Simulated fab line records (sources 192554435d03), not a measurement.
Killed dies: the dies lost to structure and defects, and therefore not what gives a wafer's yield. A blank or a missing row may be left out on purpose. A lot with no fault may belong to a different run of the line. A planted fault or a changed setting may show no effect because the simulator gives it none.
Comparing a struck lot with a sound one    flow n5_finfet    38 steps out of a route of 1938
Sound: these wafers, L544.1, L544.2, L544.4. The struck wafers were L538.3, L538.5, L538.6. At the end, the cause is stated.
Each step with rows lists, per side, the tool, then ch with its chambers, then its first start. Under that, the readings that differ: sound wafers    struck wafers    difference of the means    sigmas: that difference in standard deviations of wafers without a fault.
alike: same words and numbers on both sides, and readings whose means sit less than 2 such deviations apart. not compared: any withheld reading, any reading some wafer has no value for, any bound like >300 that may hide the same value, and any number with overlapping values for which the record gives no deviation.
Wherever a step has rows on one side only, a row that says differs or no value, or a row with sigmas, the two part there. Non-overlapping numbers with no deviation appear without sigmas and do not part them. A reading missing from all wafers of one side parts the sides only when that side holds two or more wafers.

first, 9 steps without rows for these wafers: N5_STI_FIN_REVEAL_SRD_21 (time 30 s); N5_STI_FIN_REVEAL_OXIDATION_33 (chemistry O2 PLASMA REMOTE, time 20 s); N5_STI_FIN_REVEAL_CLEAN_19 (cleans in O3/DIW, time 120 s); N5_STI_FIN_REVEAL_SRD_23 (time 30 s); N5_STI_FIN_REVEAL_PRECLEAN_18 (cleans in SC2, time 45 s); N5_STI_FIN_REVEAL_SRD_28 (time 30 s); N5_DUMMY_GATE_PRECLEAN_00 (cleans in O3/DIW, time 60 s); N5_DUMMY_GATE_SRD_01 (time 30 s); N5_DUMMY_GATE_ALD_02 (deposits SiO2, target thk 2 nm, pulse time 1 s).
N5_DUMMY_GATE_CVD_03: deposits a-Si from SiH4, target thk 150 nm, time 8042 s.
  sound on lpcvd-02 ch 1/65,1/70,1/79, day 8 00:57; struck on lpcvd-01 ch 0/75,0/84,0/89, day 6 15:00
reading                                      sound          struck          difference  sigmas
model.a-Si_of_DUMMY_GATE_CVD_03.thk_nm (nm)  150 150.2 150  51.2 50.4 51.8  -98.9       
then, 2 steps without rows for these wafers: N5_DUMMY_GATE_PRECLEAN_46 (cleans in DIW, time 89.5 s); N5_DUMMY_GATE_SRD_47 (dry time 32 s).
N5_DUMMY_GATE_CMP_04: polishes a-Si.
  sound on cmp-02 ch 1,2,3, day 8 04:44; struck on cmp-02 ch 1,2,3, day 6 18:50
reading                                      sound           struck          difference                     sigmas
time_to_endpoint_s (s)                       17 16 16        - - -           no value on the struck wafers  
model.a-Si_of_DUMMY_GATE_CVD_03.thk_nm (nm)  70.8 71.4 71.6  51.2 50.4 51.8  -20.1                          
  alike: motor_current_A
  not compared: pad_life_wafers
N5_DUMMY_GATE_THK_MEAS_05:
  sound on film_metro-01 at day 8 04:56; struck on film_metro-02 at day 6 18:59
reading      sound           struck          difference  sigmas
thk_nm (nm)  70.8 71.4 71.6  51.2 50.4 51.8  -20.1       -13
then, 21 steps without rows for these wafers: N5_DUMMY_GATE_HM_DEP_06 (deposits SiNx from DCS/NH3, target thk 80 nm, time 5141 s); N5_DUMMY_GATE_PECVD_30 (deposits SiO2 from TEOS/O2, target thk 55 nm, time 10.8 s); N5_DUMMY_GATE_COAT_34 (time 60 s, resist thk 60 nm); N5_DUMMY_GATE_COAT_35 (time 60 s, resist thk 10 nm); N5_DUMMY_GATE_COAT_28 (time 60 s, resist thk 10 nm); N5_DUMMY_GATE_COAT_09 (resist thk 30 nm); N5_DUMMY_GATE_EBR_11; N5_DUMMY_GATE_SOFTBAKE_10 (time 60 s); N5_DUMMY_GATE_EXPOSE_12 (exposes mask GATE, target cd 25 nm); N5_DUMMY_GATE_PEB_13 (peb time 60 s); N5_DUMMY_GATE_DEVELOP_14 (develop time 30 s); N5_DUMMY_GATE_DESCUM_20 (chemistry O2, time 6.2 s); N5_DUMMY_GATE_ETCH_29 (etches underlayer in N2/H2, target depth 13 nm); N5_DUMMY_GATE_ETCH_36 (etches SiARC in CF4, target depth 13 nm); N5_DUMMY_GATE_ETCH_37 (etches SOC in N2/H2, target depth 60 nm, overetch 30 nm); N5_DUMMY_GATE_STRIP_38 (strips in N2/H2); N5_DUMMY_GATE_STRIP_39 (strips in N2/H2); N5_DUMMY_GATE_TRIM_49 (chemistry O2, time 29 s, target cd 14 nm); N5_DUMMY_GATE_STRIP_40 (strips in CF4); N5_DUMMY_GATE_ETCH_31 (etches SiO2 in C4F6/O2, target depth 82.5 nm, time 27.5 s); N5_DUMMY_GATE_STRIP_41 (strips in O2).
N5_DUMMY_GATE_ETCH_44: etches poly-Si in HBr/O2, stops on SiO2, target depth 127.5 nm.
  sound on rie_si-01 ch 1,2,3, day 8 10:16; struck on rie_si-03 ch 0,3, day 7 00:10
reading                                 sound              struck             difference  sigmas
oes_product_au (a.u.)                   0.722 0.728 0.720  0.632 0.628 0.624  -0.095      -9
throttle_valve_pct (%)                  18.65 18.80 18.61  18.19 18.51 18.17  -0.40       -2
model.DUMMY_GATE.feature_depth_nm (nm)  70.8 71.4 71.6     51.2 50.4 51.8     -20.1       
model.etch.depth_nm (nm)                70.76 71.43 71.58  51.2 50.37 51.84   -20.1       
  alike: O2_flow_sccm, bias_w, drypump_motor_current_A
  not compared: rf_hours_counter_h
N5_BEOL_M4_RC_MEAS_101:
  the record has rows for the sound wafers here (prober-01 ch 0, day 14 02:22) and none for the struck ones
-- a jump in the record: the struck wafers' starts before and after are 10 days apart (it breaks off in module BEOL_M4 and resumes in module PASSIVATION, where the first step shown is number 1936 of the route) --
N5_PASSIVATION_PROBE_49:
  only the struck wafers here have rows in the record (prober-02, day 17 10:15); the sound ones have none

WHERE THEY PART
Last at N5_PASSIVATION_PROBE_49 as far as this record goes, first at N5_DUMMY_GATE_CMP_04.

WHY: what the simulator had put in
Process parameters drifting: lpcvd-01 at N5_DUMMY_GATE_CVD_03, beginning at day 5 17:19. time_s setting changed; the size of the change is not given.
